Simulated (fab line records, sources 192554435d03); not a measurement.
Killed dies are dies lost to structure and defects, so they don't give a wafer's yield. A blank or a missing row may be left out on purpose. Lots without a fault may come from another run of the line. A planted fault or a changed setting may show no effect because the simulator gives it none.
fab line records | flow n5_finfet
record lots=9 wafers=26 last_day=17
route steps=1938 shown MOL_CONTACT_COAG@609 BEOL_M0_SAQP@634 BEOL_M4@1111 PASSIVATION@1936
lots that met no fault: from a run of the same line without faults
start_h: hours from the record's first day to the start of the lot's first wafer shown | wait_h: hours since the lot's step before | " the same as in the row above | L1.1+2: a row that stands for several wafers | - no value, or no start given | * or withheld: withheld | < > ~ a bound
route shown NAME@n: a module of which the file shows steps, and the number in the route of the first | usual: mean/standard deviation of fault-free wafers | same: alike in all rows | chamber/n: place in a boat | sites: the reading at each site | _std_site: their standard deviation | _edge_site: outer sites' mean less inner sites' | radius_mm: how far each site lies from the wafer's centre | mask NAME#n: copy n | behind: the tool/chamber that last shaped the wafer | hold: why the lot was held/for how many hours/how that ended | device: the transistor (n, p or np) that didn't switch | end of line: the same wafers' tests at the end of the route | a step without rows: its recipe alone | killed: dies lost to structure and defects at the first sort, not the wafer's yield | map: a wafer's dies, x killed, . not, _ none there
set.NAME: the setting as run; set.NAME@STEP: as run at that earlier step | model.NAME: the simulator's own value behind a step, which no gauge read
steps of the route over a sample of lots; a table a step, a row a wafer
services: from which hour (start_h, from the record's first day; less than 0 if before it) a tool's chamber was out of use, for how many hours, and why
## steps
# step N5_MOL_CONTACT_COAG_ETCHBACK_134
# recipe chemistry=CHF3 target=SiO2 target_depth_a=100 time_s=6.7 ion_energy_ev=200 pressure_mtorr=30 source_w=610 bias_w=170 Ar_flow_sccm=200 CHF3_flow_sccm=50
# usual chamber_pressure_mTorr=30.000/0.028 drypump_motor_current_A=5.5/0.42 oes_product_au=0.82/0.095 rf_vpp_V=524/8.8 showerhead_plenum_p_Torr=2.39/0.072 throttle_valve_pct=18.73/0.23
# columns lot.wafer tool chamber start_h wait_h chamber_pressure_mTorr drypump_motor_current_A oes_product_au rf_hours_counter_h rf_vpp_V showerhead_plenum_p_Torr throttle_valve_pct
L223.1 rie_diel-02 2 106.30 0.1 29.983 5.7 0.92 17 520 2.34 18.72
L223.2 " 3 " " 30.003 5.1 0.88 29 530 2.43 18.64
L223.4 " 3 " " 30.008 5.1 0.88 - 530 2.43 18.64
L224.1 rie_diel-02 3 112.99 0.1 30.052 5.1 0.88 32 530 2.43 18.66
L224.2 " 1 " " 29.949 6.1 0.79 96 514 2.39 18.71
L224.4 " 3 " " 30.003 5.1 0.87 - 531 2.43 18.66
L228.1 rie_diel-06 1 141.52 0.1 30.026 5.3 0.71 189 521 2.47 19.08
L228.2 " 3 " " 30.026 4.9 0.93 6 513 2.33 18.76
L228.6 " 0 " " 29.970 5.8 0.71 - 527 2.36 18.64
L235.1 rie_diel-03 1 182.97 0.4 30.014 6.2 0.70 230 527 2.36 19.23
L235.3 " 2 " " 30.021 5.5 0.77 132 546 2.48 18.80
L235.4 " 3 " " 30.009 6.2 0.85 79 508 2.41 18.50
L238.3 rie_diel-02 2 201.44 0.1 30.022 5.8 0.86 54 522 2.33 18.77
L238.6 " 1 " " 30.019 6.2 0.75 - 515 2.37 18.79
L240.2 rie_diel-02 1 210.16 0.1 30.029 6.1 0.75 136 516 2.37 18.78
L240.4 " 3 " " 30.043 5.1 0.81 70 530 2.42 18.71
L240.5 " 0 " " 30.007 5.2 0.90 - 531 2.34 18.65
L241.1 rie_diel-03 1 216.92 0.2 30.031 6.2 0.69 244 528 2.35 19.26
L241.4 " 2 " " 30.008 5.5 0.75 145 546 2.48 18.82
L241.6 " 0 " " 29.951 5.4 0.69 - 532 2.25 18.80
L243.3 rie_diel-02 2 226.63 0.1 30.005 5.7 0.85 64 522 2.32 18.78
L243.5 " 0 " " 29.984 5.2 0.91 - 528 2.34 18.67
L243.6 " 1 " " 29.982 6.1 0.75 - 515 2.37 18.80
L244.1 rie_diel-03 1 236.24 0.1 29.988 6.2 0.69 253 526 2.35 19.26
L244.4 " 1 " " 29.983 6.2 0.68 - 527 2.35 19.27
L244.5 " 2 " " 29.983 5.5 0.76 - 546 2.47 18.84
# step N5_MOL_CONTACT_COAG_ETCHBACK_136
# recipe chemistry=CHF3 target=SiO2 target_depth_a=250 time_s=16.7 ion_energy_ev=200 pressure_mtorr=30 source_w=610 bias_w=170 Ar_flow_sccm=200 CHF3_flow_sccm=50
# usual chamber_pressure_mTorr=29.999/0.027 drypump_motor_current_A=5.5/0.42 oes_product_au=0.82/0.095 rf_vpp_V=524/8.7 showerhead_plenum_p_Torr=2.39/0.072 throttle_valve_pct=18.73/0.23
# columns lot.wafer tool chamber start_h wait_h chamber_pressure_mTorr drypump_motor_current_A oes_product_au rf_hours_counter_h rf_vpp_V showerhead_plenum_p_Torr throttle_valve_pct
L223.1 rie_diel-02 2 106.42 0.0 29.948 5.8 0.93 17 522 2.34 18.72
L223.2 " 3 " " 29.991 5.1 0.88 29 532 2.43 18.65
L223.4 " 3 " " 29.989 5.1 0.89 - 531 2.43 18.63
L224.1 rie_diel-02 3 113.12 0.0 29.988 5.1 0.87 32 530 2.43 18.65
L224.2 " 1 " " 30.013 6.2 0.80 97 514 2.39 18.72
L224.4 " 3 " " 29.993 5.1 0.88 - 532 2.43 18.66
L228.1 rie_diel-06 1 141.65 0.0 30.034 5.3 0.70 189 520 2.47 19.09
L228.2 " 3 " " 30.056 4.9 0.93 6 513 2.33 18.77
L228.6 " 0 " " 30.001 5.8 0.71 - 527 2.36 18.66
L235.1 rie_diel-03 1 183.09 0.0 29.986 6.2 0.71 230 527 2.36 19.23
L235.3 " 2 " " 29.980 5.5 0.76 132 546 2.48 18.79
L235.4 " 3 " " 30.016 6.2 0.84 79 510 2.41 18.51
L238.3 rie_diel-02 2 201.56 0.0 30.014 5.7 0.87 54 522 2.33 18.78
L238.6 " 1 " " 30.003 6.1 0.76 - 514 2.37 18.78
L240.2 rie_diel-02 1 210.28 0.0 30.014 6.1 0.76 136 514 2.37 18.77
L240.4 " 3 " " 30.034 5.1 0.82 70 530 2.42 18.70
L240.5 " 0 " " 30.022 5.2 0.92 - 530 2.34 18.69
L241.1 rie_diel-03 1 217.05 0.0 30.000 6.2 0.70 244 526 2.35 19.26
L241.4 " 2 " " 30.025 5.5 0.75 145 545 2.48 18.83
L241.6 " 0 " " 30.045 5.4 0.69 - 532 2.25 18.81
L243.3 rie_diel-02 2 226.76 0.0 30.039 5.7 0.85 64 521 2.32 18.79
L243.5 " 0 " " 30.024 5.3 0.90 - 530 2.34 18.68
L243.6 " 1 " " 29.988 6.2 0.74 - 515 2.37 18.79
L244.1 rie_diel-03 1 236.37 0.0 30.011 6.2 0.70 253 528 2.35 19.26
L244.4 " 1 " " 30.044 6.2 0.70 - 527 2.35 19.28
L244.5 " 2 " " 29.996 5.5 0.75 - 545 2.47 18.83
# step N5_MOL_CONTACT_COAG_CMP_52
# recipe stop_on=SiO2 t_overpolish_s=1.5 post_cmp_clean=w_dilute_nh4oh down_force_psi=4 platen_rpm=50.289 pad_velocity_m_s=1.0006 target_thk_nm=66.5
# usual motor_current_A=11.6/1.4 overpolish_run_s=1.499/0.0086 platen_rpm=50.28/0.036 time_to_endpoint_s=12.1/2.6
# columns lot.wafer tool chamber start_h wait_h motor_current_A overpolish_run_s platen_rpm time_to_endpoint_s
L223.1 cmp-01 3 107.59 0.0 10.8 1.510 50.31 15.9
L223.2 " 0 " " 10.2 1.498 50.36 15.2
L223.4 " 1 " " 13.5 1.507 50.29 16.4
L224.2 cmp-04 2 114.28 0.0 13.9 1.508 50.28 10.5
L224.4 " 3 " " 11.2 1.500 50.27 12.2
L224.1 " 1 " " 13.1 1.489 50.34 7.6
L228.1 cmp-04 1 142.52 0.1 13.6 1.488 50.21 11.8
L228.2 " 2 " " 15.1 1.494 50.27 13.8
L228.6 " 1 " " 12.8 1.500 50.30 12.7
L235.4 cmp-04 1 183.93 0.0 13.9 1.506 52.29 10.1
L235.3 " 3 " " 11.5 1.494 50.30 14.8
L235.1 " 0 " " 10.1 1.508 50.22 12.1
L238.3 cmp-01 3 202.51 0.1 11.3 1.502 50.29 12.0
L238.6 " 1 " " 13.8 1.503 50.26 13.5
L240.4 cmp-02 0 211.49 0.1 10.6 1.522 50.25 7.3
L240.2 " 2 " " 13.5 1.503 50.24 8.5
L240.5 " 3 " " 9.8 1.495 50.22 12.7
L241.1 cmp-01 2 217.92 0.1 12.2 1.495 50.32 16.9
L241.4 " 0 " " 10.3 1.503 50.25 12.9
L241.6 " 1 " " 13.7 1.508 50.27 15.2
L243.3 cmp-02 1 227.75 0.1 10.4 1.488 50.28 8.4
L243.5 " 3 " " 10.5 1.501 50.26 12.8
L243.6 " 0 " " 10.6 1.490 50.34 6.7
L244.1 cmp-02 0 237.33 0.1 11.0 1.506 50.30 9.3
L244.4 " 1 " " 10.1 1.496 50.31 8.8
L244.5 " 0 " " 10.3 1.507 50.25 12.5
# step N5_BEOL_M0_SAQP_HM_DEP_02
# recipe material=TiN target_thk_a=120 temp_c=25 chamber_pressure_pa=0.49996
# usual throttle_valve_pct=30.2/1
# columns lot.wafer tool chamber start_h wait_h throttle_valve_pct
L223.1 pvd_sputter-02 - 112.13 0.8 29.3
L223.2 " - " " 30.5
L223.4 " - " " 29.3
L224.1 pvd_sputter-01 - 118.08 0.1 33.2
L224.2 " - " " 30.3
L224.4 " - " " 30.6
L228.1 pvd_sputter-01 - 150.93 0.2 30.4
L228.2 " - " " 30.2
L228.6 " - " " 30.8
L235.1 pvd_sputter-03 - 187.71 0.1 30.1
L235.3 " - " " 28.9
L235.4 " - " " 30.4
L238.3 pvd_sputter-01 - 207.76 1.6 33.1
L238.6 " - " " 30.6
L240.2 pvd_sputter-02 - 216.03 0.9 30.2
L240.4 " - " " 29.3
L240.5 " - " " 29.9
L241.1 pvd_sputter-02 - 222.05 0.4 30.4
L241.4 " - " " 29.0
L241.6 " - " " 30.0
L243.3 pvd_sputter-02 - 234.67 1.1 30.4
L243.5 " - " " 30.4
L243.6 " - " " 29.7
L244.1 pvd_sputter-01 - 241.29 0.3 30.7
L244.4 " - " " 30.3
L244.5 " - " " 30.4
# step N5_BEOL_M4_RC_MEAS_101
# usual DIBL_N=36.8/2.1 DIBL_P=37.1/2.2 IOFF_N=0.18/0.037 IOFF_P=0.23/0.041 ION_N=682/13 ION_P=467/8.6 SS_N=71.7/0.61 SS_P=73.5/0.6 VT_N=248/3.4 VT_P=-249/3.5
# columns lot.wafer tool chamber start_h wait_h DIBL_N[mV/V] DIBL_P[mV/V] IOFF_N[nA/um] IOFF_P[nA/um] ION_N[uA/um] ION_P[uA/um] SS_N[mV/dec] SS_P[mV/dec] VT_N[mV] VT_P[mV]
L223.1 prober-01 0 169.10 0.0 39.8 39.1 0.22 0.26 695 474 72.5 74.0 244 -249
L223.2 " 0 " " 39.1 37.5 0.19 0.23 691 467 72.8 73.8 247 -247
L223.4 " 0 " " 40.5 39.5 0.24 0.28 706 479 72.6 73.9 245 -246
L224.1 prober-01 0 182.89 0.0 33.7 35.1 0.12 0.17 662 457 70.5 72.7 252 -252
L224.2 " 0 " " 32.8 33.8 0.10 0.15 649 440 70.6 72.9 257 -256
L224.4 " 0 " " 34.0 34.8 0.12 0.16 662 452 70.7 72.3 253 -257
L228.1 prober-01 0 205.60 0.0 37.9 37.5 0.18 0.21 657 445 72.1 73.3 250 -250
L228.2 " 0 " " 37.7 38.5 0.18 0.22 675 456 71.6 73.6 247 -253
L228.6 " 0 " " 36.2 37.0 0.14 0.19 659 449 71.4 72.8 253 -251
L235.1 prober-01 0 256.16 0.0 39.6 37.3 0.22 0.26 700 475 72.6 73.7 244 -247
L235.3 " 0 " " 38.2 35.6 0.18 0.23 685 468 72.2 73.7 246 -248
L235.4 " 0 " " 38.2 36.5 0.18 0.24 690 475 71.9 73.5 248 -249
L238.3 prober-01 0 263.31 0.3 37.8 38.4 0.18 0.24 694 478 71.5 73.5 248 -247
L238.6 " 0 " " 35.6 36.6 0.15 0.21 692 477 70.8 73.2 249 -247
L240.2 prober-02 0 272.71 0.2 36.3 37.1 0.17 0.23 673 467 71.9 73.9 248 -248
L240.4 " 0 " " 35.7 35.9 0.15 0.21 678 473 71.7 73.5 250 -248
L240.5 " 0 " " 32.1 32.2 0.10 0.16 661 458 71.4 72.7 255 -254
L241.1 prober-02 0 281.75 0.0 34.4 33.9 0.13 0.19 686 464 70.8 72.9 250 -247
L241.4 " 0 " " 35.2 34.6 0.15 0.20 679 471 71.1 72.9 246 -250
L241.6 " 0 " " 35.3 35.2 0.15 0.20 676 469 71.8 72.9 250 -249
L244.1 prober-01 0 296.41 0.0 35.1 37.3 0.16 0.20 677 466 70.8 72.6 249 -250
L244.4 " 0 " " 35.8 37.5 0.16 0.20 684 464 71.4 73.9 250 -250
L244.5 " 0 " " 37.7 41.0 0.22 0.26 690 468 71.8 74.3 247 -248
L243.3 prober-01 0 302.78 0.3 37.0 39.5 0.20 0.29 694 475 72.4 74.0 245 -242
L243.5 " 0 " " 37.0 39.3 0.19 0.29 685 476 71.6 73.7 247 -242
L243.6 " 0 " " 39.1 41.5 0.24 0.33 696 480 73.0 74.6 244 -242
# step N5_PASSIVATION_PROBE_49
# usual defect_limited_yield=91.0/1.4 killed_at_M0_to_M3=35/10 killed_at_M4_up=13/6 killed_at_contacts=13/6.4 killed_at_front_end=42/12 killed_at_other=3.2/2.4 killed_dies=107/17 killed_open=69/13 killed_short=33/7.3 sort_bin_5_function=5.3/0.92 sort_bin_6_memory=3.3/0.66 sort_bin_8_speed=0.00/0.035 sort_n_pass=1073/17 sort_yield_pct=90.9/1.4
# same gross_dies=1180 killed_at_back_side=0 sort_bin_4_leakage[%]=0
# columns lot.wafer tool chamber start_h wait_h defect_limited_yield[%] killed_at_M0_to_M3 killed_at_M4_up killed_at_contacts killed_at_front_end killed_at_other killed_dies killed_open killed_short sort_bin_5_function[%] sort_bin_6_memory[%] sort_bin_8_speed[%] sort_n_pass sort_yield_pct[%]
L223.1 prober-01 - 273.75 0.0 90.7 18 16 13 58 5 110 59 42 4.8 3.7 0 1070 90.7
L223.2 prober-01 - 273.80 0.1 91.5 35 10 14 38 3 100 59 37 5.1 3.2 0 1080 91.5
L223.4 prober-01 - 273.90 0.2 91.2 36 9 20 28 11 104 54 42 5.3 3.1 0 1076 91.2
L224.1 prober-02 - 278.56 0.3 90.8 43 6 11 46 2 108 57 43 4.7 3.6 0 1072 90.8
L224.2 prober-02 - 278.61 0.3 88.4 71 7 15 41 3 137 77 56 6.9 4.4 0.25 1040 88.1
L224.4 prober-02 - 278.71 0.4 90.1 42 10 15 42 8 117 78 29 5.8 3.6 0 1063 90.1
L228.1 prober-01 - 312.41 0.0 89.7 36 17 8 56 5 122 65 47 5.3 4.1 0 1058 89.7
L228.2 prober-01 - 312.46 0.1 89.8 39 24 8 48 1 120 71 42 5.8 3.7 0 1060 89.8
L228.6 prober-01 - 312.66 0.3 89.7 34 14 17 50 6 121 66 45 5.9 3.6 0 1059 89.7
L238.3 prober-01 - 369.06 0.1 92.0 37 23 10 21 3 94 64 27 4.5 3.3 0 1086 92.0
L238.6 prober-01 - 369.21 0.3 91.3 35 9 15 36 8 103 73 28 5.6 3.1 0 1077 91.3
L235.1 prober-02 - 369.26 0.3 88.9 29 30 19 51 2 131 83 44 6.5 4.1 0 1049 88.9
L235.3 prober-02 - 369.36 0.4 90.9 49 26 12 18 2 107 76 29 5.8 3.1 0 1073 90.9
L235.4 prober-02 - 369.41 0.5 91.1 26 28 11 33 7 105 80 21 6.3 2.5 0 1075 91.1
L240.2 prober-02 - 378.96 0.1 91.9 26 11 9 46 3 95 65 23 4.6 2.6 0 1085 91.9
L240.4 prober-02 - 379.06 0.2 92.2 24 6 23 37 2 92 56 34 4.5 2.9 0 1088 92.2
L240.5 prober-02 - 379.11 0.2 90.7 26 19 9 54 2 110 68 39 5.8 3.3 0 1070 90.7
L241.1 prober-02 - 392.04 0.0 89.3 22 7 24 67 6 126 89 37 6.2 4.0 0 1054 89.3
L241.4 prober-02 - 392.19 0.2 89.6 30 14 18 60 1 123 89 34 5.9 4.2 0 1057 89.6
L241.6 prober-02 - 392.29 0.3 90.5 40 6 9 55 2 112 77 35 6.0 3.1 0 1068 90.5
L243.3 prober-01 - 405.03 0.1 89.2 40 11 26 49 2 128 82 45 6.3 4.2 0 1052 89.2
L243.5 prober-01 - 405.13 0.2 90.7 42 16 15 36 1 110 70 36 5.5 3.5 0 1070 90.7
L243.6 prober-01 - 405.18 0.3 93.1 27 5 12 37 0 81 58 20 4.5 2.1 0 1099 93.1
L244.1 prober-02 - 409.21 0.0 93.0 33 8 17 22 3 83 60 21 3.1 3.5 0 1097 93.0
L244.4 prober-02 - 409.36 0.2 92.0 41 5 17 27 4 94 59 34 5.1 2.5 0 1086 92.0
L244.5 prober-02 - 409.41 0.2 91.8 25 13 14 42 3 97 63 32 4.7 2.7 0 1083 91.8
# killed by level:class
L223.1 FIN_SAQP:geometric_particle:short=17 FIN_SAQP:geometric_particle:open=15 MOL_CONTACT_COAG:geometric_particle:open=9 BEOL_M4:geometric_particle:open=7 STI_FIN_REVEAL:geometric_particle:open=6 BEOL_M0_SAQP:geometric_particle:open=5 BEOL_M0_SAQP:geometric_particle:short=5 HKMG_FIN:area_etch=4
L223.2 BEOL_M0_SAQP:geometric_particle:open=12 MOL_CONTACT_COAG:geometric_particle:open=11 FIN_SAQP:geometric_particle:short=10 BEOL_M0_SAQP:geometric_particle:short=9 BEOL_M3:geometric_particle:open=7 FIN_SAQP:geometric_particle:open=5 STI_FIN_REVEAL:geometric_particle:open=4 STI_FIN_REVEAL:geometric_particle:short=3
L223.4 MOL_CONTACT_COAG:geometric_particle:open=14 BEOL_M0_SAQP:geometric_particle:short=13 BEOL_M3:geometric_particle:open=7 FIN_SAQP:geometric_particle:short=6 BEOL_M0_SAQP:geometric_particle:open=6 GATE_CUT:geometric_particle:short=5 PASS1_CAP:geometric_particle:short=5 FIN_SAQP:geometric_particle:open=3
L224.1 FIN_SAQP:geometric_particle:short=11 BEOL_M0_SAQP:geometric_particle:open=11 BEOL_M0_SAQP:geometric_particle:short=10 MOL_CONTACT_COAG:geometric_particle:open=8 HKMG_FIN:area_etch=6 BEOL_M1:geometric_particle:open=5 FIN_SAQP:geometric_particle:open=4 GATE_CUT:geometric_particle:open=4
L224.2 BEOL_M3:geometric_particle:open=17 BEOL_M0_SAQP:geometric_particle:short=16 BEOL_M1:geometric_particle:open=12 MOL_CONTACT_COAG:geometric_particle:open=11 GATE_CUT:geometric_particle:short=8 BEOL_M0_SAQP:geometric_particle:open=8 BEOL_M3:geometric_particle:short=6 BEOL_M2:geometric_particle:open=6
L224.4 BEOL_M0_SAQP:geometric_particle:open=15 MOL_CONTACT_COAG:geometric_particle:open=11 STI_FIN_REVEAL:geometric_particle:open=6 GATE_CUT:geometric_particle:open=6 BEOL_M3:geometric_particle:open=6 BEOL_M2:geometric_particle:short=5 HKMG_FIN:area_etch=5 FIN_SAQP:geometric_particle:open=4
L228.1 FIN_SAQP:geometric_particle:open=17 FIN_SAQP:geometric_particle:short=15 BEOL_M3:geometric_particle:open=13 BEOL_M0_SAQP:geometric_particle:short=9 MOL_CONTACT_COAG:geometric_particle:open=7 STARTING-WAFER:geometric_particle:short=6 BEOL_M3:geometric_particle:short=5 BEOL_M4:geometric_particle:open=5
L228.2 FIN_SAQP:geometric_particle:open=10 BEOL_M0_SAQP:geometric_particle:short=10 BEOL_M3:geometric_particle:open=9 FIN_SAQP:geometric_particle:short=8 BEOL_M4:geometric_particle:open=8 BEOL_M0_SAQP:geometric_particle:open=6 BEOL_M3:geometric_particle:short=6 STI_FIN_REVEAL:geometric_particle:open=5
L228.6 FIN_SAQP:geometric_particle:open=13 BEOL_M3:geometric_particle:open=11 FIN_SAQP:geometric_particle:short=10 MOL_CONTACT_COAG:geometric_particle:open=10 STARTING-WAFER:geometric_particle:short=5 GATE_CUT:geometric_particle:short=5 MOL_CONTACT_COAG:geometric_particle:short=5 BEOL_M0_SAQP:geometric_particle:short=4
L238.3 BEOL_M2:geometric_particle:open=9 MOL_CONTACT_COAG:geometric_particle:open=8 BEOL_M3:geometric_particle:open=6 BEOL_M4:geometric_particle:open=6 ILD0:geometric_particle:open=5 BEOL_M0_SAQP:geometric_particle:short=5 BEOL_M6:geometric_particle:open=5 BEOL_M0:geometric_particle:short=4
L238.6 BEOL_M0_SAQP:geometric_particle:open=9 MOL_CONTACT_COAG:geometric_particle:open=8 BEOL_M2:geometric_particle:open=8 STI_FIN_REVEAL:geometric_particle:open=7 FIN_SAQP:geometric_particle:open=6 MOL_CONTACT_COAG:geometric_particle:short=6 BEOL_M3:geometric_particle:open=6 BEOL_M1:geometric_particle:open=5
L235.1 STI_FIN_REVEAL:geometric_particle:open=14 MOL_CONTACT_COAG:geometric_particle:open=14 BEOL_M4:geometric_particle:open=13 FIN_SAQP:geometric_particle:short=9 STI_FIN_REVEAL:geometric_particle:short=8 FIN_SAQP:geometric_particle:open=8 BEOL_M3:geometric_particle:open=7 BEOL_M2:geometric_particle:open=6
L235.3 BEOL_M0_SAQP:geometric_particle:open=12 MOL_CONTACT_COAG:geometric_particle:open=11 BEOL_M3:geometric_particle:open=11 BEOL_M4:geometric_particle:open=9 BEOL_M0_SAQP:geometric_particle:short=8 BEOL_M2:geometric_particle:open=7 BEOL_M5:geometric_particle:open=7 BEOL_M1:geometric_particle:open=6
L235.4 STI_FIN_REVEAL:geometric_particle:open=13 BEOL_M4:geometric_particle:open=13 BEOL_M3:geometric_particle:open=8 MOL_CONTACT_COAG:geometric_particle:open=7 BEOL_M2:geometric_particle:open=7 BEOL_M1:geometric_particle:open=5 GATE_CUT:geometric_particle:open=5 BEOL_M7:geometric_particle:open=4
L240.2 STI_FIN_REVEAL:geometric_particle:open=18 DUMMY_GATE:geometric_particle:open=8 BEOL_M0_SAQP:geometric_particle:short=7 MOL_CONTACT_COAG:geometric_particle:open=7 HKMG_FIN:area_etch=7 BEOL_M4:geometric_particle:open=5 BEOL_M1:geometric_particle:open=4 BEOL_M2:geometric_particle:open=4
L240.4 MOL_CONTACT_COAG:geometric_particle:open=19 GATE_CUT:geometric_particle:short=13 BEOL_M3:geometric_particle:open=10 STI_FIN_REVEAL:geometric_particle:open=6 MOL_CONTACT_COAG:geometric_particle:short=4 BEOL_M1:geometric_particle:short=4 FIN_SAQP:geometric_particle:short=3 FIN_SAQP:geometric_particle:open=3
L240.5 STI_FIN_REVEAL:geometric_particle:open=21 FIN_SAQP:geometric_particle:short=7 BEOL_M4:geometric_particle:open=6 STI_FIN_REVEAL:geometric_particle:short=5 BEOL_M0_SAQP:geometric_particle:short=5 BEOL_M3:geometric_particle:open=5 BEOL_M5:geometric_particle:open=5 FIN_CUT:geometric_particle:open=4
L241.1 STI_FIN_REVEAL:geometric_particle:open=26 MOL_CONTACT_COAG:geometric_particle:open=16 FIN_SAQP:geometric_particle:open=13 MOL_CONTACT_COAG:geometric_particle:short=8 BEOL_M3:geometric_particle:open=7 FIN_SAQP:geometric_particle:short=6 BEOL_M0_SAQP:geometric_particle:short=5 GATE_CUT:geometric_particle:open=3
L241.4 FIN_SAQP:geometric_particle:open=19 STI_FIN_REVEAL:geometric_particle:open=17 MOL_CONTACT_COAG:geometric_particle:open=15 FIN_SAQP:geometric_particle:short=10 BEOL_M0_SAQP:geometric_particle:short=6 BEOL_M0_SAQP:geometric_particle:open=6 BEOL_M2:geometric_particle:open=6 BEOL_M3:geometric_particle:open=4
L241.6 BEOL_M3:geometric_particle:open=16 STI_FIN_REVEAL:geometric_particle:open=13 FIN_SAQP:geometric_particle:open=12 BEOL_M0_SAQP:geometric_particle:open=10 BEOL_M0_SAQP:geometric_particle:short=6 MOL_CONTACT_COAG:geometric_particle:open=5 FIN_SAQP:geometric_particle:short=4 DUMMY_GATE:geometric_particle:open=4
L243.3 MOL_CONTACT_COAG:geometric_particle:open=22 DUMMY_GATE:geometric_particle:open=13 BEOL_M0_SAQP:geometric_particle:short=13 STI_FIN_REVEAL:geometric_particle:open=9 BEOL_M0_SAQP:geometric_particle:open=9 FIN_SAQP:geometric_particle:short=8 MOL_CONTACT_COAG:geometric_particle:short=4 DUMMY_GATE:geometric_particle:short=4
L243.5 BEOL_M0_SAQP:geometric_particle:open=15 MOL_CONTACT_COAG:geometric_particle:open=13 BEOL_M0_SAQP:geometric_particle:short=12 STI_FIN_REVEAL:geometric_particle:open=9 BEOL_M5:geometric_particle:open=7 BEOL_M0:geometric_particle:open=6 FIN_SAQP:geometric_particle:open=4 STI_FIN_REVEAL:geometric_particle:short=4
L243.6 STI_FIN_REVEAL:geometric_particle:open=15 MOL_CONTACT_COAG:geometric_particle:open=10 BEOL_M0_SAQP:geometric_particle:open=9 STI_FIN_REVEAL:geometric_particle:short=4 BEOL_M0_SAQP:geometric_particle:short=4 BEOL_M3:geometric_particle:open=4 DUMMY_GATE:geometric_particle:open=3 GATE_CUT:geometric_particle:short=3
L244.1 MOL_CONTACT_COAG:geometric_particle:open=13 BEOL_M0_SAQP:geometric_particle:open=11 STI_FIN_REVEAL:geometric_particle:open=5 BEOL_M4:geometric_particle:open=5 BEOL_M3:geometric_particle:open=4 MOL_CONTACT_COAG:geometric_particle:short=4 BEOL_M0_SAQP:geometric_particle:short=4 BEOL_M0:geometric_particle:open=4
L244.4 MOL_CONTACT_COAG:geometric_particle:open=13 BEOL_M0_SAQP:geometric_particle:open=10 BEOL_M0_SAQP:geometric_particle:short=7 GATE_CUT:geometric_particle:short=6 BEOL_M2:geometric_particle:open=5 BEOL_M3:geometric_particle:open=5 BEOL_M3:geometric_particle:short=5 MOL_CONTACT_COAG:geometric_particle:short=4
L244.5 STI_FIN_REVEAL:geometric_particle:open=13 MOL_CONTACT_COAG:geometric_particle:open=11 BEOL_M2:geometric_particle:open=8 FIN_SAQP:geometric_particle:open=7 BEOL_M4:geometric_particle:open=6 STARTING-WAFER:geometric_particle:open=5 FIN_SAQP:geometric_particle:short=4 GATE_CUT:geometric_particle:short=4
## services
# columns tool chamber start_h hours kind
pvd_sputter-01 - 97.88 0.6 repair
cmp-04 - 99.01 1.8 repair
rie_diel-02 0 101.98 - clean
rie_diel-02 0 101.98 - consumable_replace:focus_ring
rie_diel-02 0 101.98 18.6 scheduled_down
rie_diel-02 0 101.98 18.6 vent_cycle
cmp-02 - 113.88 0.6 repair
rie_diel-06 1 126.45 1.2 repair
cmp-01 - 131.97 4.0 pm
pvd_sputter-03 - 136.53 4.5 repair
cmp-04 - 160.39 5.2 repair
rie_diel-06 - 178.23 14.6 pm
cmp-04 - 186.80 5.9 pm
cmp-01 - 189.44 2.1 repair
cmp-02 - 194.17 4.0 pm
rie_diel-06 2 210.88 4.2 repair
rie_diel-03 0 221.15 - clean
rie_diel-03 0 221.15 - consumable_replace:focus_ring
rie_diel-03 0 221.15 - consumable_replace:showerhead
rie_diel-03 0 221.15 18.5 scheduled_down
rie_diel-03 0 221.15 18.5 vent_cycle
cmp-01 - 223.82 5.5 pm
rie_diel-03 1 239.65 - clean
rie_diel-03 1 239.65 - consumable_replace:focus_ring
## key
first_sign step=N5_MOL_CONTACT_COAG_CMP_52 reading=platen_rpm direction=up sigmas=55 usual=50.28 struck=52.29
effect none on later readings
met_at N5_MOL_CONTACT_COAG_CMP_52
struck_lots L235
struck_wafers L235.4
not_acting_at N5_MOL_CONTACT_COAG_ETCHBACK_134,N5_MOL_CONTACT_COAG_ETCHBACK_136,N5_BEOL_M0_SAQP_HM_DEP_02
onset_between 142.52 183.93
fault kind=process_parameter_drift tool=cmp-04 chamber=1 onset_h=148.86 steps=N5_MOL_CONTACT_COAG_CMP_52 channel=platen_rpm offset=2.0116 shape=step end_h=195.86 acts_in=these_recipes_only stated=50.289
